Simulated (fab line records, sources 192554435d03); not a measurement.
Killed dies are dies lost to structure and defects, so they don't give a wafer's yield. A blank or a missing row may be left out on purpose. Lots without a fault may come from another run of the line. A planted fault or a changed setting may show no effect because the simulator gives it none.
Split-lot experiment | flow n5_finfet | 7 lots, 39 wafers read, on a route of 1938 steps

THE SPLIT
At N5_BEOL_M7_DEP_56 (deposits SiCN from 3MS/NH3, target thk 10 nm, time 17.5 s), the setting time_s was moved away from the recipe's 17.5 s on 15 of the 39 wafers read, by -57.3% to +55.8%. The other wafers ran this setting at the recipe's value.

The reading is taken at the split's own step.

THE READING
SiCN_of_BEOL_M7_DEP_56.thk_nm (the simulator's own value, which no gauge read), in nm, at N5_BEOL_M7_DEP_56 (deposits SiCN from 3MS/NH3, target thk 10 nm, time 17.5 s). The file gives no usual value for it. The 24 wafers here that ran the recipe average 10.0 nm, standard deviation 0.14 nm.

wafer  | tool, chamber at the split | time_s as run, s | against the recipe | SiCN_of_BEOL_M7_DEP_56.thk_nm, nm | against lot-mates on the recipe
L074.1 | pecvd-01, 1                | 17.5             | recipe             | 10.2                              | -
L074.2 | pecvd-01, 2                | 27.27            | +55.8%             | 15.2                              | +5.1
L074.3 | pecvd-01, 0                | 17.5             | recipe             | 10                                | -
L074.6 | pecvd-01, 0                | 17.5             | recipe             | 10                                | -
L074.4 | pecvd-01, 2                | 27.27            | +55.8%             | 15.6                              | +5.5
L074.5 | pecvd-01, 1                | 27.27            | +55.8%             | 15.8                              | +5.7
L082.3 | pecvd-03, 1                | 17.5             | recipe             | 9.8                               | -
L082.4 | pecvd-03, 2,1              | 17.5             | recipe             | 10                                | -
L082.5 | pecvd-03, 2,1              | 17.5             | recipe             | 10                                | -
L084.1 | pecvd-01, 1,1,0            | 17.5             | recipe             | 10.2                              | -
L084.3 | pecvd-01, 1,1,0            | 17.5             | recipe             | 10.2                              | -
L084.6 | pecvd-01, 1,1,0            | 17.5             | recipe             | 10.2                              | -
L084.2 | pecvd-01, 0                | 25.63            | +46.5%             | 14.2                              | +4.0
L084.4 | pecvd-01, 0                | 25.63            | +46.5%             | 14.6                              | +4.4
L084.5 | pecvd-01, 1                | 25.63            | +46.5%             | 14.8                              | +4.6
L092.1 | pecvd-03, 0,2              | 17.5             | recipe             | 9.8                               | -
L092.3 | pecvd-03, 0,2              | 17.5             | recipe             | 9.8                               | -
L092.2 | pecvd-03, 1,2,0,1          | 17.5             | recipe             | 10                                | -
L092.4 | pecvd-03, 1,2,0,1          | 17.5             | recipe             | 10                                | -
L092.5 | pecvd-03, 1,2,0,1          | 17.5             | recipe             | 10                                | -
L092.6 | pecvd-03, 1,2,0,1          | 17.5             | recipe             | 10                                | -
L090.1 | pecvd-02, 2,0              | 17.5             | recipe             | 10                                | -
L090.3 | pecvd-02, 2,0              | 17.5             | recipe             | 10                                | -
L090.2 | pecvd-02, 1,1,0            | 10.32            | -41.0%             | 6                                 | -3.9
L090.4 | pecvd-02, 1,1,0            | 10.32            | -41.0%             | 6                                 | -3.9
L090.6 | pecvd-02, 1,1,0            | 10.32            | -41.0%             | 6                                 | -3.9
L090.5 | pecvd-02, 2                | 17.5             | recipe             | 9.8                               | -
L097.1 | pecvd-02, 1,0,2            | 11.25            | -35.7%             | 6.4                               | -3.7
L097.3 | pecvd-02, 1,0,2            | 11.25            | -35.7%             | 6.4                               | -3.7
L097.4 | pecvd-02, 1,0,2            | 11.25            | -35.7%             | 6.4                               | -3.7
L097.2 | pecvd-02, 2,1              | 17.5             | recipe             | 10                                | -
L097.6 | pecvd-02, 2,1              | 17.5             | recipe             | 10                                | -
L097.5 | pecvd-02, 0                | 17.5             | recipe             | 10.2                              | -
L096.1 | pecvd-01, 0                | 7.475            | -57.3%             | 4.2                               | -5.8
L096.2 | pecvd-01, 2,0              | 7.475            | -57.3%             | 4.4                               | -5.6
L096.5 | pecvd-01, 2,0              | 7.475            | -57.3%             | 4.4                               | -5.6
L096.3 | pecvd-01, 1                | 17.5             | recipe             | 10                                | -
L096.4 | pecvd-01, 2                | 17.5             | recipe             | 9.8                               | -
L096.6 | pecvd-01, 1                | 17.5             | recipe             | 10.2                              | -
Where a row lists several chambers, the file gives one row for several wafers and doesn't say which wafer went through which chamber.

THE FIT
A straight line over all 39 wafers: SiCN_of_BEOL_M7_DEP_56.thk_nm changes by +0.0987 nm for each +1% of time_s; r = +1.00; the points scatter about the line by 0.15 nm.
The same after taking each lot's own level away (the mean of its wafers on the recipe; 39 wafers): +0.0975 nm for each +1%; r = +1.00; scatter 0.15 nm.
On that fit, the largest move of time_s shifts the reading by 5.6 nm.
The lots' own levels span 9.93 to 10.20 nm, that is 2.0 times the standard deviation above.
So the lot-to-lot level changes the slope little: the two slopes agree.
Check: with one of the wafers moved furthest among these (-57.3%) left out of the fit, the line predicts -5.59 nm for it against its lot-mates. It came out at -5.8 nm against them.

OTHER SPLITS ON THESE WAFERS
These wafers also went through other splits before the reading. Each is held against what the fit with the lots' levels taken away leaves over:
other split on the same wafers   | wafers away from the commonest value | r with SiCN_of_BEOL_M7_DEP_56.thk_nm (lot level and that fit taken away)
N5_BEOL_M2_TRENCH_ETCH_37 time_s | 15                                   | -0.07

THE FILE'S OWN FIT
SiCN_of_BEOL_M7_DEP_56.thk_nm changes by +0.0976 nm for each +1% of time_s, r = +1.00.
